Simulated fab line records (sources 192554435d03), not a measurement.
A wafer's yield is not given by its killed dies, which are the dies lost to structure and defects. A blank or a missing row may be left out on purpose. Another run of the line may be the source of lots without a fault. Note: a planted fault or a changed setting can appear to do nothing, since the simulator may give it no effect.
A single fault, viewed from 2 desks    flow n5_finfet    each desk holds nothing but its own numbers, with what lay behind them at the end

METROLOGY DESK
Means of the sampled wafers that have a number, per lot and without regard to the tool the lot ran on: this is what the gauges read. If a lot's mean is further than 4 standard deviations from the usual mean, the lot is out of limits and carries the mark OUT (the distance appears in the brackets).
Columns: A = cd_nm at N5_BEOL_M7_CD_MEAS_28, usual 40.00 nm
lot   first seen here  A
L160  day 8 22:31      40.08
L161  day 9 09:41      39.81
L162  day 10 07:38     39.87
L165  day 10 12:16     40.11
L164  day 11 21:56     39.80
L169  day 12 03:00     39.73
L172  day 12 18:29     40.37
L174  day 13 06:20     41.46 (+6.4) OUT
L173  day 13 12:37     41.16 (+5.1) OUT
L177  day 14 14:10     40.02
L179  day 15 03:53     40.05
This desk finds L173, L174 out of limits, L174 being first, at day 13 06:20 (cd_nm at N5_BEOL_M7_CD_MEAS_28). In limits: L160, L161, L162, L165, L164, L169, L172, L177, L179.

AT THE TOOL OWNER'S DESK: euv_scanner-01
The tool's own readings at N5_BEOL_M7_EXPOSE_25 (exposes mask V6, target cd 40 nm): means of the sampled wafers that have a number, for each lot that ran on this tool. If a lot's mean is further than 4 standard deviations from the usual mean, the lot is out of limits and carries the mark OUT (the distance appears in the brackets).
Columns: A = exposure_dose_mJ_cm2 at N5_BEOL_M7_EXPOSE_25, usual 42.45; B = reticle_temp_C at N5_BEOL_M7_EXPOSE_25, usual 23.01 C
lot   first seen here  A                B
L160  day 8 22:24      42.44            23.10
L162  day 10 07:30     42.41            23.05
L172  day 12 18:21     42.42            22.98
L174  day 13 06:11     44.90 (+42) OUT  22.98
L173  day 13 12:29     44.33 (+32) OUT  23.02
This desk finds L173, L174 out of limits, L174 being first, at day 13 06:11 (exposure_dose_mJ_cm2 at N5_BEOL_M7_EXPOSE_25). In limits: L160, L162, L172.

TAKEN TOGETHER
The tool owner's desk had the chance to raise an alarm at day 13 06:11 on L173, L174.
On L173, L174, the metrology desk was in a position to raise an alarm at day 13 06:20.
Of the lots named, all ran N5_BEOL_M7_EXPOSE_25 on euv_scanner-01.

WHAT THE SIMULATOR PUT IN
Process parameters drifting: euv_scanner-01 at N5_BEOL_M7_EXPOSE_25, beginning at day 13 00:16. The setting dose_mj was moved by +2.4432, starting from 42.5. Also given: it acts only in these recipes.
Lots struck among those shown: L173, L174.
Time in hours from fault onset to the first out-of-limits reading at each desk: tool owner's desk 6, metrology desk 6.
